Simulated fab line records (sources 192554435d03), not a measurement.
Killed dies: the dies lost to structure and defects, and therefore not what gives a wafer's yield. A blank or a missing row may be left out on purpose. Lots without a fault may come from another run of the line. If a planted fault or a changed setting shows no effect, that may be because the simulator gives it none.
Struck lot and sound lot, side by side + flow n5Finfet + 15 steps out of a route of 1938
Sound: the wafers L102.2, L102.4, L102.5. Struck: wafer L117.3 (L117.2, L117.5, from the same lot, were not struck and are left out); the cause is given at the end.
Per side, at each step with rows, come the tool, then ch with its chambers, and then its first start. Under that, the readings that differ: sound wafers + struck wafers + difference of the means + sigmas: that difference in standard deviations of wafers without a fault.
alike: same words and numbers on both sides, and readings whose means sit less than 2 such deviations apart. not compared: any withheld reading, any reading some wafer has no value for, any bound like >300 that may hide the same value, and any number with overlapping values for which the record gives no deviation.
Wherever a step has rows on one side only, a row that says differs or no value, or a row with sigmas, the two part there. When numbers do not overlap yet have no deviation, they are printed without sigmas and do not part them. A reading missing from all wafers of one side parts the sides only when that side holds two or more wafers.

first, 8 steps without rows for these wafers: N5_BEOL_M5_COAT_60 (time 60 s, resist thk 12 nm); N5_BEOL_M5_COAT_71 (time 60 s, resist thk 5 nm); N5_BEOL_M5_COAT_05 (resist thk 30 nm); N5_BEOL_M5_EBR_07; N5_BEOL_M5_SOFTBAKE_06 (time 60 s); N5_BEOL_M5_EXPOSE_08 (exposes mask M5, target cd 28 nm); N5_BEOL_M5_PEB_09 (peb time 60 s); N5_BEOL_M5_DEVELOP_10 (develop time 30 s).
N5_BEOL_M5_CD_MEAS_11: target cd 27.74 nm.
  sound on cdSem-02 ch 0, day 9 20:32; struck on cdSem-02 ch 0, day 13 07:37
  alike: cdNm
N5_BEOL_M5_OVL_MEAS_12:
  sound on overlay-02 ch 0, day 9 20:34; struck on overlay-02 ch 0, day 13 07:39
  alike: M5_OVL
N5_BEOL_M5_INSPECT_13: inspects for defects (brightfield).
  struck on defectInspect-01, day 13 07:42; sound on defectInspect-01, day 9 20:37
| reading        | sound       | struck | difference | sigmas |
|----------------|-------------|--------|------------|--------|
| rawDefectCount | 269 297 359 | 643    | +335       | +3     |
N5_BEOL_M5_DESCUM_16: chemistry O2, time 7 s.
  sound on rieDiel-02 ch 0,1, day 9 20:39; struck on rieDiel-04 ch 3, day 13 07:44
| reading                      | sound             | struck | difference | sigmas |
|------------------------------|-------------------|--------|------------|--------|
| showerheadPlenumPTorr (Torr) | 2.17 2.12 2.17    | 2.01   | -0.14      | -2     |
| throttleValvePct (%)         | 20.07 20.25 20.06 | 20.61  | +0.48      | +2     |
  alike: drypumpMotorCurrentA, oesProductAu, rfFwdPowerW, rfVppV
  not compared: rfHoursCounterH
N5_BEOL_M5_ETCH_72: etches underlayer in N2/H2, target depth 6.5 nm, time 5.2 s.
  sound on rieDiel-02 ch 0,1, day 9 20:41; struck on rieDiel-04 ch 3, day 13 07:46
| reading                      | sound             | struck | difference | sigmas |
|------------------------------|-------------------|--------|------------|--------|
| biasW (W)                    | 150.0 149.9 149.8 | 135.0  | -14.9      | -33    |
| etchRfOnTimeS (s)            | 5.12 5.32 5.10    | 5.53   | +0.35      | +2     |
| rfVppV (V)                   | 528.3 524.7 526.4 | 486.4  | -40.1      | -16    |
| showerheadPlenumPTorr (Torr) | 2.66 2.58 2.66    | 2.42   | -0.21      | -3     |
  alike: drypumpMotorCurrentA, oesProductAu, rfFwdPowerW, throttleValvePct
  not compared: rfHoursCounterH
N5_BEOL_M5_ETCH_61: etches SiARC in CF4, target depth 15.6 nm, time 26 s.
  sound on rieDiel-02 ch 0,1, day 9 20:42; struck on rieDiel-04 ch 3, day 13 07:47
| reading                      | sound             | struck | difference | sigmas |
|------------------------------|-------------------|--------|------------|--------|
| rfFwdPowerW (W)              | 530.9 537.5 531.9 | 538.4  | +5.0       | +2     |
| showerheadPlenumPTorr (Torr) | 2.21 2.15 2.21    | 2.06   | -0.13      | -2     |
| throttleValvePct (%)         | 15.36 15.33 15.36 | 15.81  | +0.46      | +2     |
  alike: biasW, cf4FlowSccm, drypumpMotorCurrentA, etchRfOnTimeS, oesProductAu, rfVppV
  not compared: rfHoursCounterH
-- the record jumps here: 5 days lie between the struck wafers' starts before and after (it left off in module BEOL_M5 and takes up again in module PASSIVATION, whose first step shown is number 1936 of the route) --
N5_PASSIVATION_PROBE_49:
  struck on prober-01, day 17 19:59; sound on prober-02, day 14 06:16
| reading              | sound | struck | difference | sigmas |
|----------------------|-------|--------|------------|--------|
| sort_bin_8_speed (%) | 0 0 0 | 0.08   | +0.08      | +7     |
  alike: defectLimitedYield, killed_at_M0_to_M3, killed_at_M4_up, killedAtContacts, killedAtFrontEnd, killedAtOther, killedDies, killedOnRim, killedOpen, killedShort, sort_bin_5_function, sort_bin_6_memory, sortNPass, sortYieldPct

WHERE THEY PART
Last at N5_PASSIVATION_PROBE_49 as far as this record goes, first at N5_BEOL_M5_INSPECT_13.

WHY: the cause the simulator had injected
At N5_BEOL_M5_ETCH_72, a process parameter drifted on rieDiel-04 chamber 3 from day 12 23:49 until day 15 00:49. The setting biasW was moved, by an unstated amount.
